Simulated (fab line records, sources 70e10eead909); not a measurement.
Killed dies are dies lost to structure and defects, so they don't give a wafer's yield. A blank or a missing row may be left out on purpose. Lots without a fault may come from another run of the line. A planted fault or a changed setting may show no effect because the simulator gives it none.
fab line records | flow nand_harc
record lots=5 wafers=15 last_day=24
route steps=1159 shown A_M0@1018 A_M1@1026
lots that met no fault: from a run of the same line without faults
start_h: hours from the record's first day to the start of the lot's first wafer shown | wait_h: hours since the lot's step before | " the same as in the row above | L1.1+2: a row that stands for several wafers | - no value, or no start given | * or withheld: withheld | < > ~ a bound
route shown NAME@n: a module of which the file shows steps, and the number in the route of the first | usual: mean/standard deviation of fault-free wafers | same: alike in all rows | chamber/n: place in a boat | sites: the reading at each site | _std_site: their standard deviation | _edge_site: outer sites' mean less inner sites' | radius_mm: how far each site lies from the wafer's centre | mask NAME#n: copy n | behind: the tool/chamber that last shaped the wafer | hold: why the lot was held/for how many hours/how that ended | device: the transistor (n, p or np) that didn't switch | end of line: the same wafers' tests at the end of the route | a step without rows: its recipe alone | killed: dies lost to structure and defects at the first sort, not the wafer's yield | map: a wafer's dies, x killed, . not, _ none there
set.NAME: the setting as run; set.NAME@STEP: as run at that earlier step | model.NAME: the simulator's own value behind a step, which no gauge read
lots at some steps of the route; a table a step, a row a wafer
services: from which hour (start_h, from the record's first day; less than 0 if before it) a tool's chamber was out of use, for how many hours, and why
## steps
# step NHARC_A_M0_ANNEAL_30
# recipe temp_c=225 time_s=90
# usual wafer_temp_C_max=226.2/0.55
# columns lot.wafer tool chamber start_h wait_h wafer_temp_C_max
L075.2 rtp_anneal-01 0 430.70 0.4 225.7
L075.3 " 0 " " 225.6
L075.4 " 0 " " 226.0
L084.3 rtp_anneal-01 0 468.71 0.3 225.7
L084.5 " 0 " " 225.6
L084.6 " 0 " " 225.5
L089.1 rtp_anneal-01 0 475.96 0.4 225.6
L089.2 " 0 " " 225.6
L089.3 " 0 " " 225.9
L096.3 rtp_anneal-02 0 523.47 - 226.4
L096.4 " 0 " " 226.4
L096.5 " 0 " " 227.0
L095.1 rtp_anneal-02 0 536.50 0.3 226.7
L095.2 " 0 " " 226.4
L095.5 " 0 " " 226.4
# step NHARC_A_M0_CMP_23
# recipe t_overpolish_s=20 target_thk_nm=113.75
# usual edge_zone_pressure_frac=1.000/0.0047 motor_current_A=12.3/1.4 slurry_flow_ml_min=150.0/0.46 time_to_endpoint_s=29.5/2.3
# columns lot.wafer tool chamber start_h wait_h edge_zone_pressure_frac motor_current_A slurry_flow_ml_min time_to_endpoint_s
L075.2 cmp-03 0 430.99 - 0.997 12.1 150.1 33.0
L075.4 " 2 " " 1.000 13.3 150.7 30.3
L075.3 " 3 " " 0.999 9.5 149.5 30.4
L084.3 cmp-02 2 468.98 - 1.004 11.5 150.3 29.1
L084.6 " 1 " " 0.997 10.3 150.5 28.5
L084.5 " 2 " " 1.000 11.9 149.9 26.8
L089.3 cmp-04 2 476.33 - 0.998 12.3 149.9 30.0
L089.1 " 3 " " 1.000 14.3 150.7 36.2
L089.2 " 0 " " 1.001 11.8 150.1 28.2
L096.4 cmp-03 1 523.74 - 1.008 15.0 150.3 27.3
L096.3 " 3 " " 1.005 10.6 150.3 30.4
L096.5 " 1 " " 1.005 15.0 151.5 25.2
L095.1 cmp-02 3 536.88 - 1.003 12.6 150.0 31.0
L095.2 " 0 " " 0.996 13.4 149.8 28.0
L095.5 " 3 " " 0.995 13.1 149.2 30.4
# step NHARC_A_M0_THK_MEAS_24
# recipe thk_meas_gauge=xrf
# usual thk_nm=114.0/1.5
# columns lot.wafer tool chamber start_h wait_h thk_nm
L075.2 film_metro-01 - 431.31 - 114.5
L075.3 " - " " 114.3
L075.4 " - " " 113.7
L084.3 film_metro-01 - 469.27 - 114.5
L084.5 " - " " 114.1
L084.6 " - " " 113.4
L089.1 film_metro-02 - 476.62 - 113.8
L089.2 " - " " 114.3
L089.3 " - " " 113.4
L096.3 film_metro-02 - 524.03 - 114.1
L096.4 " - " " 113.7
L096.5 " - " " 112.7
L095.1 film_metro-02 - 537.17 - 115.6
L095.2 " - " " 114.9
L095.5 " - " " 116.8
# step NHARC_A_M0_SRD_25
# columns lot.wafer tool chamber start_h wait_h
L075.2+3+4 wet_bench-10 5,7,1 431.36 0.0
L084.5+3+6 wet_bench-10 6,0,1 469.31 0.0
L089.2+1+3 wet_bench-10 0,2,4 476.66 0.0
L096.4+3+5 wet_bench-10 3,5,6 524.07 0.0
L095.1+5+2 wet_bench-08 3,5,7 537.22 0.0
# step NHARC_A_M0_INSPECT_27
# usual raw_defect_count=486/160
# columns lot.wafer tool chamber start_h wait_h raw_defect_count
L075.2 defect_inspect-01 - 431.47 0.0 589
L075.3 " - " " 569
L075.4 " - " " 601
L084.3 defect_inspect-02 - 469.42 0.0 598
L084.5 " - " " 532
L084.6 " - " " 510
L089.1 defect_inspect-02 - 476.78 0.0 390
L089.2 " - " " 375
L089.3 " - " " 411
L096.3 defect_inspect-01 - 524.18 0.0 529
L096.4 " - " " 347
L096.5 " - " " 525
L095.1 defect_inspect-02 - 537.33 0.0 793
L095.2 " - " " 437
L095.5 " - " " 413
# step NHARC_A_M0_PRE_CLEAN_31
# recipe time_s=12 temp_c=370 rf_power_w=300 gas=NH3
# usual heater_power_w=634/69 rf_fwd_power_W=292.5/0.88 susceptor_temp_C=369.98/0.21
# columns lot.wafer tool chamber start_h wait_h heater_power_w rf_fwd_power_W susceptor_temp_C
L075.3 pecvd-01 1 431.54 0.1 631 292.0 370.28
L075.2 " 0 " " 592 291.9 370.04
L075.4 " 2 " " 624 293.4 369.98
L084.3 pecvd-04 1 469.50 0.1 654 294.2 370.17
L084.6 " 0 " " 727 291.7 369.72
L084.5 " 2 " " 533 292.2 370.07
L089.2 pecvd-01 1 477.30 0.5 607 293.1 369.77
L089.3 " 2 " " 652 293.2 370.07
L089.1 " 0 " " 530 293.1 369.78
L096.3 pecvd-03 1 524.25 0.1 564 292.2 370.09
L096.5 " 1 " " 552 291.2 369.80
L096.4 " 0 " " 605 291.4 369.54
L095.1 pecvd-03 0 537.40 0.1 677 292.9 369.97
L095.2 " 2 " " 803 292.7 370.21
L095.5 " 1 " " 613 292.4 369.62
# step NHARC_A_M0_DEP_32
# recipe target_thk_a=300 temp_c=370 target_thk_nm=30 pressure_torr=3 flow_sccm=200 rf_w=450 material=SiCN
# usual heater_power_w=574/64 rf_fwd_power_W=448.9/1.4 susceptor_temp_C=370.02/0.22
# columns lot.wafer tool chamber start_h wait_h heater_power_w rf_fwd_power_W susceptor_temp_C
L075.3 pecvd-01 1 431.61 0.1 491 450.4 369.87
L075.2 " 0 " " 538 449.0 370.06
L075.4 " 2 " " 613 446.8 370.10
L084.3 pecvd-04 1 469.61 0.1 571 449.7 369.97
L084.6 " 0 " " 590 448.4 370.08
L084.5 " 2 " " 573 449.7 370.27
L089.2 pecvd-01 1 477.38 0.1 488 450.6 369.90
L089.3 " 2 " " 598 449.7 369.82
L089.1 " 0 " " 512 448.7 370.37
L096.3 pecvd-03 1 524.33 0.1 498 450.9 369.85
L096.5 " 1 " " 495 448.5 369.84
L096.4 " 0 " " 633 449.1 369.89
L095.1 pecvd-03 0 537.48 0.1 647 447.1 370.11
L095.2 " 2 " " 646 447.8 369.94
L095.5 " 1 " " 536 447.7 370.46
# step NHARC_A_M1_DEP_00
# recipe target_thk_a=1825 target_thk_nm=182.5 temp_c=withheld pressure_torr=5 flow_sccm=200 rf_w=600 material=SiOC
# usual rf_fwd_power_W=598.5/1.8
# columns lot.wafer tool chamber start_h wait_h rf_fwd_power_W
L075.2 pecvd-03 1 432.10 - 596.2
L075.3 " 0 " " 597.5
L075.4 " 1 " " 597.5
L084.3 pecvd-03 0 470.08 - 597.7
L084.5 " 1 " " 600.4
L084.6 " 0 " " 597.6
L089.3 pecvd-01 1 - - 601.6
L089.1 " 2 " " 599.6
L089.2 " 0 " " 595.9
L096.3 pecvd-04 0 524.79 - 598.2
L096.4 " 2 " " 600.7
L096.5 " 1 " " 596.9
L095.1 pecvd-04 1 537.93 - 599.3
L095.2 " 2 " " 595.2
L095.5 " 2 " " 594.6
# step NHARC_A_M1_DEHYDRATE_01
# recipe temp_c=150 time_s=120
# columns lot.wafer tool chamber start_h wait_h
L075.2+3+4 litho_track-01 0 432.57 0.4
L084.3+5+6 litho_track-04 0 470.39 -
L089.1+2+3 litho_track-04 0 478.22 -
L096.3+4+5 litho_track-04 0 525.15 -
L095.1+2+5 litho_track-01 0 538.29 -
# step NHARC_A_M1_HMDS_02
# recipe time_s=30
# columns lot.wafer tool chamber start_h wait_h
L075.2+3+4 litho_track-01 0 - -
L084.3+5+6 litho_track-04 0 - -
L089.1+2+3 litho_track-04 0 - -
L096.3+4+5 litho_track-04 0 - -
L095.1+2+5 litho_track-01 0 - -
# step NHARC_A_M1_COAT_34
# recipe temp_c=200 time_s=65
# columns lot.wafer tool chamber start_h wait_h
L075.2+3+4 litho_track-01 0 - -
L084.3+5+6 litho_track-04 0 - -
L089.1+2+3 litho_track-04 0 - -
L096.3+4+5 litho_track-04 0 - -
L095.1+2+5 litho_track-01 0 - -
# step NHARC_A_M1_COAT_03
# recipe spin_rpm=1500 resist_thk_nm=90
# columns lot.wafer tool chamber start_h wait_h
L075.2+3+4 litho_track-01 0 - -
L084.3+5+6 litho_track-04 0 - -
L089.1+2+3 litho_track-04 0 - -
L096.3+4+5 litho_track-04 0 - -
L095.1+2+5 litho_track-01 0 - -
# step NHARC_A_M1_SOFTBAKE_04
# recipe temp_c=105 time_s=55
# columns lot.wafer tool chamber start_h wait_h
L075.2+3+4 litho_track-01 0 - -
L084.3+5+6 litho_track-04 0 - -
L089.1+2+3 litho_track-04 0 - -
L096.3+4+5 litho_track-04 0 - -
L095.1+2+5 litho_track-01 0 - -
# step NHARC_A_M1_EBR_05
# columns lot.wafer tool chamber start_h wait_h
L075.2+3+4 litho_track-01 0 - -
L084.3+5+6 litho_track-04 0 - -
L089.1+2+3 litho_track-04 0 - -
L096.3+4+5 litho_track-04 0 - -
L095.1+2+5 litho_track-01 0 - -
# step NHARC_A_M1_EXPOSE_06
# recipe na=1.35 target_cd_nm=120 dose_mj=75.13 mask_id=A_M1
# columns lot.wafer tool chamber start_h wait_h mask
L075.2+3+4 arfi_scanner-03 0 432.86 - A_M1#0
L084.3+5+6 arfi_scanner-03 0 470.69 - A_M1#0
L089.1+2+3 arfi_scanner-02 0 478.51 - A_M1#0
L096.3+4+5 arfi_scanner-01 0 525.44 - A_M1#0
L095.1+2+5 arfi_scanner-01 0 538.58 - A_M1#0
# step NHARC_A_M1_PEB_07
# recipe peb_temp_c=100 peb_time_s=65
# columns lot.wafer tool chamber start_h wait_h
L075.2+3+4 litho_track-04 0 432.92 0.1
L084.3+5+6 litho_track-04 0 470.75 0.1
L089.1+2+3 litho_track-04 0 478.57 0.1
L096.3+4+5 litho_track-06 0 525.50 0.0
L095.1+2+5 litho_track-01 0 538.64 0.1
## services
# columns tool chamber start_h hours kind
cmp-02 - 408.17 0.8 repair
cmp-03 - 411.27 0.8 repair
pecvd-01 - 418.19 13.0 pm
wet_bench-10 - 423.20 8.0 pm
cmp-04 - 423.99 1.9 repair
cmp-03 - 425.55 1.3 repair
arfi_scanner-02 - 428.00 4.0 pm
pecvd-03 2 428.21 7.2 repair
cmp-02 - 428.73 4.0 pm
litho_track-01 - 443.00 7.0 pm
cmp-03 - 450.43 4.0 pm
cmp-03 - 455.43 0.4 repair
pecvd-03 - 466.14 0.5 repair
litho_track-06 - 467.01 7.0 pm
pecvd-03 - 471.80 0.6 repair
pecvd-03 - 473.16 13.0 pm
cmp-04 - 483.79 5.0 repair
arfi_scanner-03 - 484.00 4.0 pm
litho_track-04 - 491.00 7.0 pm
cmp-03 - 497.67 0.5 repair
pecvd-03 - 501.83 3.1 repair
pecvd-01 - 510.47 7.5 repair
arfi_scanner-01 - 515.74 0.7 repair
cmp-02 - 526.73 4.0 pm
## key
fault none
